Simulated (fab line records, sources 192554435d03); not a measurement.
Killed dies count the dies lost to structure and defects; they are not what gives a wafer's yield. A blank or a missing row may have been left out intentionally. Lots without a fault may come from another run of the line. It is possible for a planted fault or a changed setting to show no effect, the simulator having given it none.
fab line records    flow n5Finfet
[record] lots = 6  wafers = 18  lastDay = 18
route steps=1938 shown SDB@376 DUMMY_REMOVAL@377 HKMG_FIN@385 PASSIVATION@1936
lots that met no fault: taken from a fault-free run of the same line
startH: hours from the record's opening day to when the first of the lot's shown wafers began    waitH: time in hours since the lot's previous step    " identical to the entry in the row above    L1.1+2: a row that stands for several wafers    - no value present, or no start provided    * or withheld: withheld    < > ~ a bound
route shown NAME@n: names a module that has steps shown in the file, with the first one's number in the route    usual: the fault-free wafers' mean and standard deviation    same: alike in all rows    chamber/n: place in a boat    sites: the reading at each site    _std_site: standard deviation across them    _edge_site: the outer-site mean with the inner-site mean subtracted    radiusMm: how far each site lies from the wafer's centre    mask NAME#n: copy n    behind: tool/chamber where the wafer was last shaped    hold: what put the lot on hold/how long, in hours/how the hold closed    device: the transistor (n, p or np) that didn't switch    end of line: the tests these same wafers got at the end of their route    a step with no rows: only its recipe    killed: at the first sort, the dies lost to defects and structure; wafer yield is something else    map: a wafer's dies, marking killed ones x, the rest . and places with no die _
set.NAME: setting as actually run; set.NAME@STEP: the setting as run at that earlier step    model.NAME: the simulator's own value behind a step, which no gauge read
lots at some steps of the route; a table a step, a row a wafer
services: a tool's chamber out of use, with start hour (startH, from the record's first day; less than 0 if before it), hours out, and reason
[[steps]]
[step N5_SDB_INSPECT_36]
[recipe] inspectInstrument = darkfield  mode = postCmp
[usual] rawDefectCount = 33/13
lot.wafer  tool              chamber  startH  waitH  rawDefectCount
L266.2     defectInspect-01  -        77.08   0.0    27
L266.3     "                 -        "       "      46
L266.6     "                 -        "       "      25
L271.2     defectInspect-02  -        102.68  0.0    47
L271.4     "                 -        "       "      40
L271.5     "                 -        "       "      17
L273.1     defectInspect-01  -        113.41  0.0    59
L273.4     "                 -        "       "      35
L273.6     "                 -        "       "      20
L277.1     defectInspect-02  -        138.27  0.0    35
L277.3     "                 -        "       "      69
L277.4     "                 -        "       "      47
L287.1     defectInspect-01  -        196.18  0.0    20
L287.5     "                 -        "       "      30
L287.6     "                 -        "       "      36
L289.1     defectInspect-02  -        208.75  0.0    10
L289.2     "                 -        "       "      43
L289.4     "                 -        "       "      36
[step N5_DUMMY_REMOVAL_HM_STRIP_01]
[recipe] chemistry = CH3F/O2  material = SiNx  targetDepthA = 40  stopOn = poly-Si  timeS = 6.8  overEtchFrac = 0.3  ionEnergyEv = 60  powerW = 410  biasW = 29  Ar_flow_sccm = 150  CH3F_flow_sccm = 30  O2_flow_sccm = 20
[usual] drypumpMotorCurrentA = 5.8/0.58  oesProductAu = 0.63/0.064  rfVppV = 127.4/0.9  showerheadPlenumPTorr = 2.00/0.061  throttleValvePct = 16.4/0.3
[same] overEtchFrac = 0.3
lot.wafer  tool        chamber  startH  waitH  drypumpMotorCurrentA  oesProductAu  rfHoursCounterH  rfVppV  showerheadPlenumPTorr  throttleValvePct
L266.2     rieDiel-03  3        77.31   0.2    6.2                   0.60          174              127.3   2.09                   16.4
L266.3     "           0        "       "      5.0                   0.72          38               127.8   2.03                   15.8
L266.6     "           2        "       "      5.5                   0.58          -                127.4   1.91                   16.5
L271.2     rieDiel-04  1        102.87  0.2    6.5                   0.66          83               128.0   2.04                   16.4
L271.4     "           0        "       "      5.7                   0.56          -                128.5   2.06                   16.9
L271.5     "           3        "       "      6.6                   0.61          -                127.1   1.92                   16.6
L273.1     rieDiel-04  3        113.44  0.0    6.6                   0.60          165              126.1   1.91                   16.6
L273.4     "           3        "       "      6.6                   0.61          -                125.5   1.91                   16.6
L273.6     "           1        "       "      6.5                   0.65          -                127.2   2.03                   16.4
L277.1     rieDiel-03  0        138.30  0.0    5.0                   0.70          54               125.9   2.02                   15.8
L277.3     "           2        "       "      5.5                   0.58          211              127.1   1.91                   16.6
L277.4     "           2        "       "      5.5                   0.58          -                126.8   1.91                   16.6
L287.1     rieDiel-04  2        196.23  0.1    5.7                   0.71          25               128.9   2.07                   16.4
L287.5     "           2        "       "      5.7                   0.71          -                125.8   2.07                   16.4
L287.6     "           1        "       "      6.5                   0.63          -                128.5   2.03                   16.4
L289.1     rieDiel-03  3        208.90  0.1    6.2                   0.59          211              127.4   2.08                   16.4
L289.2     "           1        "       "      5.3                   0.60          178              126.8   2.00                   16.3
L289.4     "           0        "       "      5.0                   0.69          76               128.0   2.01                   15.9
[step N5_DUMMY_REMOVAL_STRIP_10]
[recipe] chemistry = N2/H2  timeS = 40  powerW = 100  tempC = 40  pressureMtorr = 100  rfFrequencyHz = 6e+07  biasPowerW = 3  n2FlowSccm = 300  h2FlowSccm = 300
[usual] drypumpMotorCurrentA = 5.8/0.58  oesProductAu = 0.78/0.087  rfVppV = 45.3/0.95  showerheadPlenumPTorr = 3.38/0.096  throttleValvePct = 12.3/0.32
lot.wafer  tool        chamber  startH  waitH  drypumpMotorCurrentA  oesProductAu  rfHoursCounterH  rfVppV  showerheadPlenumPTorr  throttleValvePct
L266.2     rieDiel-03  3        77.34   0.0    6.3                   0.74          175              45.1    3.49                   12.1
L266.3     "           0        "       "      5.0                   0.91          38               44.6    3.43                   11.7
L266.6     "           2        "       "      5.5                   0.71          -                44.9    3.21                   12.3
L271.2     rieDiel-04  1        102.90  0.0    6.5                   0.83          83               44.2    3.40                   12.1
L271.4     "           0        "       "      5.7                   0.68          -                45.4    3.48                   12.8
L271.5     "           3        "       "      6.6                   0.74          -                44.4    3.25                   12.5
L273.1     rieDiel-04  3        113.47  0.0    6.6                   0.74          165              47.2    3.25                   12.5
L273.4     "           3        "       "      6.7                   0.74          -                42.7    3.25                   12.5
L273.6     "           1        "       "      6.6                   0.82          -                43.5    3.39                   12.1
L277.1     rieDiel-03  0        138.34  0.0    5.0                   0.88          54               46.2    3.43                   11.7
L277.3     "           2        "       "      5.5                   0.70          211              45.6    3.20                   12.4
L277.4     "           2        "       "      5.5                   0.70          -                46.8    3.20                   12.4
L287.1     rieDiel-04  2        196.27  0.0    5.7                   0.88          25               45.3    3.47                   12.2
L287.5     "           2        "       "      5.7                   0.88          -                44.8    3.46                   12.2
L287.6     "           1        "       "      6.5                   0.78          -                45.2    3.38                   12.2
L289.1     rieDiel-03  3        208.93  0.0    6.3                   0.71          211              45.6    3.47                   12.2
L289.2     "           1        "       "      5.3                   0.74          178              45.9    3.36                   12.2
L289.4     "           0        "       "      5.1                   0.85          76               44.7    3.41                   11.8
[step N5_DUMMY_REMOVAL_PRECLEAN_07]
[recipe] chemistry = dHF  timeS = 30  tempC = 25  dilution = withheld
[step N5_DUMMY_REMOVAL_DUMMY_REMOVE_02]
[recipe] chemistry = TMAH  tempC = 70  target = poly-Si  stopOn = SiO2  targetDepthNm = 142  concWtPct = 5  timeS = 57  dry = ipaMarangoni  rinseTimeS = 30  rinseTempC = 23
[step N5_DUMMY_REMOVAL_INSPECT_06]
[recipe] inspectInstrument = brightfield  mode = aei
[usual] rawDefectCount = 12/5.2
lot.wafer  tool              chamber  startH  waitH  rawDefectCount
L266.2     defectInspect-01  -        77.50   0.0    21
L266.3     "                 -        "       "      22
L266.6     "                 -        "       "      13
L271.2     defectInspect-01  -        103.06  0.0    8
L271.4     "                 -        "       "      5
L271.5     "                 -        "       "      4
L273.1     defectInspect-02  -        113.64  0.0    5
L273.4     "                 -        "       "      11
L273.6     "                 -        "       "      10
L277.1     defectInspect-02  -        138.50  0.0    11
L277.3     "                 -        "       "      9
L277.4     "                 -        "       "      10
L287.1     defectInspect-01  -        196.47  0.0    10
L287.5     "                 -        "       "      12
L287.6     "                 -        "       "      10
L289.1     defectInspect-01  -        209.09  0.0    6
L289.2     "                 -        "       "      11
L289.4     "                 -        "       "      10
[step N5_DUMMY_REMOVAL_PRECLEAN_08]
[recipe] chemistry = NF3:NH3  afsCycles = 2  tempC = 30  timeS = 20  sublimationTempC = 180  sublimationTimeS = 60  pressureTorr = 3  rfPowerW = 30
[step N5_DUMMY_REMOVAL_PRECLEAN_04]
[recipe] chemistry = DHF  timeS = 37  tempC = 25  dilution = 500:1
[step N5_DUMMY_REMOVAL_SRD_05]
[recipe] dry = ipaMarangoni  doPpb = 5  timeS = 30  tempC = 23  rinseLiquid = diw
[step N5_HKMG_FIN_IL_REGROW_00]
[recipe] material = SiO2  targetThkA = 7.5  chemistry = O3  tempC = withheld  timeS = 30
[step N5_HKMG_FIN_HK_ALD_01]
[recipe] material = HfO2  targetThkA = 16  tempC = withheld  aldPrecursorFamily = HfCl4  aldCoReactant = H2O  pulseTimeS = 3  purgeTimeS = 3  coReactantPurgeTimeS = 2.5  coReactantPulseTimeS = 0.3  aldCycles = 30
[usual] precursorPulseHeightRel = 0.998/0.019
lot.wafer  tool      chamber  startH  waitH  precursorPulseHeightRel
L266.2     aldHk-02  0        77.86   0.0    0.989
L266.3     "         3        "       "      0.987
L266.6     "         3        "       "      1.019
L271.2     aldHk-03  0        103.42  0.0    1.010
L271.4     "         1        "       "      0.959
L271.5     "         1        "       "      0.970
L273.1     aldHk-03  2        113.99  0.0    0.988
L273.4     "         1        "       "      0.997
L273.6     "         2        "       "      1.003
L277.1     aldHk-02  1        138.92  0.1    0.961
L277.3     "         0        "       "      1.019
L277.4     "         3        "       "      0.984
L287.1     aldHk-02  2        196.86  0.0    0.965
L287.5     "         2        "       "      1.008
L287.6     "         1        "       "      1.006
L289.1     aldHk-02  0        209.50  0.1    1.022
L289.2     "         1        "       "      0.953
L289.4     "         3        "       "      1.001
[step N5_HKMG_FIN_HK_ANNEAL_02]
[recipe] tempC = 700  timeS = 30  ambient = N2  idleTempC = 600  rampUpCPerS = 150  rampDownCPerS = 60  coolToC = 600
[step N5_HKMG_FIN_ALD_74]
[recipe] material = La2O3  targetThkA = 5  tempC = 250  aldPrecursorFamily = La-Cp  aldCoReactant = O3  pulseTimeS = 6  coReactantPulseTimeS = 1  purgeTimeS = 3  coReactantPurgeTimeS = 3
[usual] heaterPowerW = 349/39  precursorPulseHeightRel = 1.004/0.018
lot.wafer  tool      chamber  startH  waitH  heaterPowerW  precursorPulseHeightRel
L266.2     aldHk-03  3        78.27   0.2    415           1.014
L266.3     "         0        "       "      337           1.008
L266.6     "         3        "       "      413           1.008
L271.2     aldHk-01  3        103.83  0.2    316           0.992
L271.4     "         0        "       "      295           1.012
L271.5     "         0        "       "      284           1.032
L273.1     aldHk-01  3        114.41  0.2    315           1.007
L273.4     "         1        "       "      315           1.031
L273.6     "         1        "       "      302           0.989
L277.1     aldHk-01  0        139.48  0.2    292           1.004
L277.3     "         3        "       "      317           1.013
L277.4     "         1        "       "      298           1.011
L287.1     aldHk-03  2        197.26  0.2    332           1.001
L287.5     "         3        "       "      415           1.014
L287.6     "         0        "       "      345           1.002
L289.1     aldHk-03  2        210.05  0.2    330           1.027
L289.2     "         0        "       "      336           0.985
L289.4     "         3        "       "      416           1.003
[step N5_HKMG_FIN_ALD_75]
[recipe] material = Al2O3  targetThkA = 10  tempC = 150  aldPrecursorFamily = TMA  aldCoReactant = H2O  pulseTimeS = withheld  coReactantPulseTimeS = 1
[usual] heaterPowerW = 151/17  precursorPulseHeightRel = 0.996/0.021
lot.wafer  tool      chamber  startH  waitH  heaterPowerW  precursorPulseHeightRel
L266.2     aldHk-03  3        78.35   0.0    177           0.989
L266.3     "         0        "       "      145           1.001
L266.6     "         3        "       "      178           0.969
L271.2     aldHk-01  3        103.91  0.0    135           0.964
L271.4     "         0        "       "      125           0.996
L271.5     "         0        "       "      122           1.015
L273.1     aldHk-01  3        114.48  0.0    136           1.007
L273.4     "         1        "       "      132           1.013
L273.6     "         1        "       "      132           1.006
L277.1     aldHk-01  0        139.55  0.0    123           1.012
L277.3     "         3        "       "      142           0.981
L277.4     "         1        "       "      132           0.978
L287.1     aldHk-03  2        197.34  0.0    147           1.012
L287.5     "         3        "       "      177           0.978
L287.6     "         0        "       "      140           0.997
L289.1     aldHk-03  2        210.13  0.0    140           0.984
L289.2     "         0        "       "      148           0.969
L289.4     "         3        "       "      182           1.024
[step N5_HKMG_FIN_COAT_41]
[recipe] resist = SOC  tempC = 250  timeS = 60  spinRpm = 1500  resistThkNm = 300
[step N5_HKMG_FIN_COAT_42]
[recipe] resist = SiARC  tempC = 220  timeS = 60  spinRpm = 1500  resistThkNm = 35
[step N5_HKMG_FIN_COAT_43]
[recipe] resist = CAR-ArF  spinRpm = 1500  resistThkNm = 90
[step N5_HKMG_FIN_EBR_45]
[recipe] solvent = PGMEA  ebrWidthMm = 1.5
[step N5_HKMG_FIN_SOFTBAKE_44]
[recipe] tempC = 110  timeS = 60  resist = CAR-ArF
[step N5_HKMG_FIN_EXPOSE_46]
[recipe] maskId = NDIPOLE  na = 1.35  sourceShape = conventional  sigmaOuter = 0.8  polarization = unpolarized  doseMj = 40
[step N5_HKMG_FIN_PEB_47]
[recipe] pebTempC = withheld  pebTimeS = 60  resist = CAR-ArF
[step N5_HKMG_FIN_DEVELOP_48]
[recipe] developTimeS = 30  developer = TMAH  resist = CAR-ArF  rinseLiquid = diw  dry = airSpin  devTempC = 23
[step N5_HKMG_FIN_CD_MEAS_49]
[recipe] targetCdNm = 202  landingEnergyEv = 500  detector = seInlens  polarity = opening
[usual] cdNm = 202.3/0.64
[same] landingEnergyEv = 500
lot.wafer  tool      chamber  startH  waitH  cdNm
L266.2     cdSem-01  0        78.82   -      203.2
L266.3     "         0        "       "      204.1
L266.6     "         0        "       "      203.3
L271.2     cdSem-01  0        104.25  -      202.2
L271.4     "         0        "       "      202.6
L271.5     "         0        "       "      202.0
L273.1     cdSem-02  0        114.95  -      201.7
L273.4     "         0        "       "      202.3
L273.6     "         0        "       "      202.4
L277.1     cdSem-03  0        140.02  -      203.1
L277.3     "         0        "       "      202.1
L277.4     "         0        "       "      203.4
L287.1     cdSem-02  0        197.68  -      201.9
L287.5     "         0        "       "      201.6
L287.6     "         0        "       "      202.9
L289.1     cdSem-03  0        210.47  -      202.5
L289.2     "         0        "       "      202.1
L289.4     "         0        "       "      202.7
[step N5_HKMG_FIN_OVL_MEAS_50]
[recipe] pointsPerWafer = 44
[usual] NDIPOLE_OVL = 0.2/0.83
lot.wafer  tool        chamber  startH  waitH  NDIPOLE_OVL[nm]
L266.2     overlay-02  0        78.85   0.0    -1.2
L266.3     "           0        "       "      1.8
L266.6     "           0        "       "      -1.2
L271.2     overlay-02  0        104.28  0.0    0.6
L271.4     "           0        "       "      0.1
L271.5     "           0        "       "      2.5
L273.1     overlay-02  0        114.98  0.0    0.4
L273.4     "           0        "       "      0.9
L273.6     "           0        "       "      0.4
L277.1     overlay-02  0        140.05  0.0    0.9
L277.3     "           0        "       "      0.9
L277.4     "           0        "       "      -0.5
L287.1     overlay-02  0        197.71  0.0    -1.2
L287.5     "           0        "       "      -0.4
L287.6     "           0        "       "      0.6
L289.1     overlay-01  0        210.50  0.0    -0.4
L289.2     "           0        "       "      0.3
L289.4     "           0        "       "      0.8
[step N5_HKMG_FIN_INSPECT_61]
[recipe] mode = adi  inspectInstrument = macro
[usual] rawDefectCount = 1.7/1.3
lot.wafer  tool              chamber  startH  waitH  rawDefectCount
L266.2     defectInspect-02  -        78.87   0.0    0
L266.3     "                 -        "       "      0
L266.6     "                 -        "       "      4
L271.2     defectInspect-02  -        104.30  0.0    2
L271.4     "                 -        "       "      2
L271.5     "                 -        "       "      3
L273.1     defectInspect-01  -        115.01  0.0    >300
L273.4     "                 -        "       "      >300
L273.6     "                 -        "       "      >300
L277.1     defectInspect-01  -        140.07  0.0    >300
L277.3     "                 -        "       "      >300
L277.4     "                 -        "       "      >300
L287.1     defectInspect-01  -        197.73  0.0    0
L287.5     "                 -        "       "      1
L287.6     "                 -        "       "      0
L289.1     defectInspect-02  -        210.52  0.0    1
L289.2     "                 -        "       "      0
L289.4     "                 -        "       "      2
[step N5_HKMG_FIN_DESCUM_53]
[recipe] chemistry = O2  timeS = 7.9  sourcePowerW = 50  biasPowerW = 20  pressureMtorr = 20  rfFrequencyHz = 2.712e+07  tempC = 40  resist = CAR-ArF  o2FlowSccm = 225
[usual] drypumpMotorCurrentA = 5.8/0.59  oesProductAu = 0.82/0.088  rfVppV = 242.6/1.1  showerheadPlenumPTorr = 2.06/0.044  throttleValvePct = 20.34/0.27
lot.wafer  tool        chamber  startH  waitH  drypumpMotorCurrentA  oesProductAu  rfHoursCounterH  rfVppV  showerheadPlenumPTorr  throttleValvePct
L266.2     rieDiel-05  3        78.90   0.0    4.9                   0.92          5                243.6   2.06                   19.91
L266.3     "           1        "       "      6.4                   0.95          16               241.9   2.06                   20.25
L266.6     "           3        "       "      4.8                   0.92          -                242.4   2.06                   19.90
L271.2     rieDiel-05  3        104.34  0.0    4.9                   0.90          14               242.9   2.06                   19.93
L271.4     "           2        "       "      6.6                   0.72          177              243.8   2.10                   20.61
L271.5     "           0        "       "      6.0                   0.80          -                240.7   2.01                   20.17
L273.1     rieDiel-02  2        115.06  0.1    6.2                   0.82          69               240.7   2.04                   20.41
L273.4     "           1        "       "      5.5                   0.92          9                242.7   2.05                   19.87
L273.6     "           0        "       "      5.1                   0.91          -                242.9   2.07                   20.36
L277.1     rieDiel-05  3        140.11  0.0    4.9                   0.87          26               241.1   2.06                   19.96
L277.3     "           1        "       "      6.4                   0.91          38               243.3   2.05                   20.28
L277.4     "           0        "       "      6.0                   0.79          116              242.6   2.01                   20.18
L287.1     rieDiel-05  0        197.77  0.0    6.0                   0.77          140              243.1   2.00                   20.22
L287.5     "           0        "       "      6.0                   0.76          -                240.2   2.00                   20.22
L287.6     "           2        "       "      6.6                   0.71          -                242.7   2.09                   20.66
L289.1     rieDiel-02  1        210.56  0.0    5.5                   0.85          46               242.5   2.04                   19.92
L289.2     "           2        "       "      6.2                   0.76          102              243.1   2.03                   20.47
L289.4     "           3        "       "      6.0                   0.69          232              243.2   2.06                   20.58
[step N5_PASSIVATION_PROBE_49]
[usual] killed_at_M0_to_M3 = 36/10  killed_at_M4_up = 13/5.5  killedAtContacts = 12/5.6  killedAtFrontEnd = 42/12  killedAtOther = 4/3.2  killedDies = 108/18  killedOpen = 71/13  killedShort = 34/7.8
[same] grossDies = 1180  killedAtBackSide = 0
lot.wafer  tool       chamber  startH  waitH  killed_at_M0_to_M3  killed_at_M4_up  killedAtContacts  killedAtFrontEnd  killedAtOther  killedDies  killedOpen  killedShort
L271.4     prober-01  -        289.93  0.2    51                  3                5                 28                5              92          58          34
L273.1     prober-01  -        313.44  0.0    29                  14               10                183               1              237         66          37
L273.4     prober-01  -        313.59  0.2    31                  14               6                 98                3              152         53          35
L273.6     prober-01  -        313.69  0.3    26                  15               18                94                1              154         67          26
L277.1     prober-01  -        347.91  0.0    40                  17               7                 113               5              182         70          27
L277.3     prober-01  -        348.01  0.1    41                  13               8                 132               4              198         60          23
L277.4     prober-01  -        348.06  0.2    34                  9                16                93                0              152         65          25
// killed by level:class
L271.4 BEOL_M0_SAQP:geometricParticle:open=17 BEOL_M0_SAQP:geometricParticle:short=14 FIN_SAQP:geometricParticle:open=9 BEOL_M2:geometricParticle:open=7 MOL_CONTACT_COAG:geometricParticle:open=5 DUMMY_GATE:geometricParticle:open=4 BEOL_M1:geometricParticle:open=4 GATE_CUT:geometricParticle:short=3
L273.1 HKMG_FIN:unspecified=127 STI_FIN_REVEAL:geometricParticle:open=13 BEOL_M0_SAQP:geometricParticle:open=10 DUMMY_GATE:geometricParticle:open=8 MOL_CONTACT_COAG:geometricParticle:open=8 BEOL_M0_SAQP:geometricParticle:short=8 BEOL_M4:geometricParticle:open=6 HKMG_FIN:areaEtch=6
L273.4 HKMG_FIN:unspecified=57 STI_FIN_REVEAL:geometricParticle:open=11 BEOL_M2:geometricParticle:open=7 BEOL_M4:geometricParticle:open=6 BEOL_M0_SAQP:geometricParticle:short=6 STARTING-WAFER:geometricParticle:short=5 FIN_SAQP:geometricParticle:open=4 MOL_CONTACT_COAG:geometricParticle:open=4
L273.6 HKMG_FIN:unspecified=61 STI_FIN_REVEAL:geometricParticle:open=13 MOL_CONTACT_COAG:geometricParticle:open=13 BEOL_M0_SAQP:geometricParticle:open=8 BEOL_M2:geometricParticle:open=7 BEOL_M4:geometricParticle:open=7 FIN_SAQP:geometricParticle:short=5 MOL_CONTACT_COAG:geometricParticle:short=5
L277.1 HKMG_FIN:unspecified=85 BEOL_M2:geometricParticle:open=12 BEOL_M4:geometricParticle:open=12 FIN_SAQP:geometricParticle:open=8 DUMMY_GATE:geometricParticle:open=8 BEOL_M0_SAQP:geometricParticle:short=8 MOL_CONTACT_COAG:geometricParticle:open=7 BEOL_M0_SAQP:geometricParticle:open=7
L277.3 HKMG_FIN:unspecified=114 BEOL_M1:geometricParticle:open=11 MOL_CONTACT_COAG:geometricParticle:open=8 BEOL_M0_SAQP:geometricParticle:open=7 BEOL_M2:geometricParticle:open=6 FIN_SAQP:geometricParticle:open=4 DUMMY_GATE:geometricParticle:open=4 BEOL_M3:geometricParticle:open=4
L277.4 HKMG_FIN:unspecified=59 MOL_CONTACT_COAG:geometricParticle:open=15 DUMMY_GATE:geometricParticle:open=10 BEOL_M0_SAQP:geometricParticle:short=9 STI_FIN_REVEAL:geometricParticle:open=7 BEOL_M0_SAQP:geometricParticle:open=6 BEOL_M0:geometricParticle:open=6 FIN_SAQP:geometricParticle:short=5
// map L273.1 (x killed, . not)
_________________..........x.________________
______________xx.........x..x..._____________
___________....x...............x...__________
__________x..x...............x......_________
________....x.....x.....xx............_______
_______...x..........x..x....x..x......______
______.............x...x..x...........x._____
_____............x...x..xxx.xxx..........____
____....x..x....xx..xxxxxxxxx......x......___
___..............x.xxxxxxxxxx.........x....__
___.......x..x....xxxxxxxxxxxxxx..x........__
__x..x.x.....x....xxxxxxxxxxxxx.....x......._
__...x..........x.xxxxxxxxxxxxx............._
_.x.............xxxxxxxxxxxxxxxx.............
_............xx....xxxxxxxxxxxx.....x........
_.........x...x..xxxxxxxxxxxxxx.x............
_x...x.x........xxxx.xxxxxxxxx...x......x....
_.xx.......xx...x...xx..x..xx..x.............
_.........x....x.....x...x...................
_............x...............x.......x..x....
_.............x...........x..................
__....................x.........x.......x..._
__..x...x..x.....xx..........x...x.........._
___.x.......x..........x...................__
___x..x.......xx..x.....x..................__
____....x...........x....................x___
_____.............x.......x........xx....____
______..................xx......x...x..._____
_______..........x....x...........x....______
________..........x.x................._______
__________...x...x............x....x_________
___________.x......................__________
______________.................._____________
_________________......x...x.________________
// map L277.3 (x killed, . not)
_________________.x..........________________
______________.............x...._____________
___________....xx.......x......x...__________
__________...x......................_________
________.....................x........_______
_______................x...............______
______..x...x....x....xx.xx...........x._____
_____.x.............xxx.xx...............____
____...xx..........x.xxxxxxxxx.......x....___
___..............xxxxxxxxxxx.x.............__
___.......x.......xxxxxxxxxxxxx.x....x.....__
__.....x.........xxxxxxxxxxxxxx.x..x........_
__...............xxxxxxxxxxxxxx............._
_...x..........x.x..xxxxxxxxxx........x......
_..........xx.....xxxxxxxxxxxx.........x.....
_....x.........x.x.xx.xxxxxxxx...............
_....x.x........x...x.xxxxxxx..........x.....
_.....x.x.....x....x.x.x....x...x............
_.......x.........x..xx.......x......x..x....
_......x......x.x.....x................x....x
_............................................
__...........x...............x............x._
__.x.................................x......_
___........................................__
___...x.........................x..........__
____..x......................x...x........___
_____............x..................x....____
______...........x......xx.............._____
_______........x.........x.xx......x...______
________...............x.............x_______
__________......x........x.........._________
___________x....xx.................__________
______________.................._____________
_________________........x...________________
[[services]]
tool        chamber  startH  hours  kind
rieDiel-03  -        63.79   0.7    repair
rieDiel-02  1        74.76   -      clean
rieDiel-03  0        86.86   11.8   repair
rieDiel-03  3        95.85   18.6   repair
aldHk-02    -        97.02   2.8    pm
aldHk-01    -        97.44   1.4    repair
rieDiel-04  2        97.76   -      clean
rieDiel-04  2        97.76   -      consumableReplace:focusRing
rieDiel-04  2        97.76   20.2   scheduledDown
rieDiel-04  2        97.76   20.2   ventCycle
rieDiel-02  0        126.72  16.1   repair
rieDiel-04  1        129.49  9.0    repair
rieDiel-04  0        130.52  10.4   repair
rieDiel-04  1        139.52  4.0    repair
aldHk-03    -        145.92  1.8    repair
rieDiel-05  1        162.15  36.3   repair
aldHk-01    -        169.75  0.6    repair
aldHk-01    -        188.86  8.7    pm
rieDiel-04  0        197.34  -      clean
rieDiel-04  0        197.34  -      consumableReplace:focusRing
rieDiel-04  0        197.34  18.8   scheduledDown
rieDiel-04  0        197.34  18.8   ventCycle
rieDiel-02  1        198.27  1.6    repair
aldHk-01    -        204.48  0.8    repair
[[key]]
[firstSign] step = N5_HKMG_FIN_INSPECT_61  reading = rawDefectCount  direction = up  sigmas = 99+  usual = 1.7  struck = >300
[effect] step = N5_PASSIVATION_PROBE_49  reading = killedAtFrontEnd  direction = up  sigmas = 6.3  usual = 42  struck = 119
[moreKillsBornAt] N5_HKMG_FIN_ALD_74@aldHk-01 = 503
metAt N5_HKMG_FIN_ALD_74
struckWafers L273.1,L273.4,L273.6,L277.1,L277.3,L277.4
testerLeftOut L273,L277
onsetBetween 103.83 114.41
alsoFits N5_HKMG_FIN_ALD_75:aldHk-01
[fault] kind = chamberParticleSource  tool = aldHk-01  chamber = -  onsetH = 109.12  steps = N5_HKMG_FIN_ALD_74  ratePerVisitCm2 = 0.75699  endH = 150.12
// testerLeftOut: of these lots the tester's yield and bins aren't shown, on N5 and GAA mostly nor the transistor test; their killed dies are dies lost to structure and defects alone, not to doping, threshold or leakage, so they don't give the yield
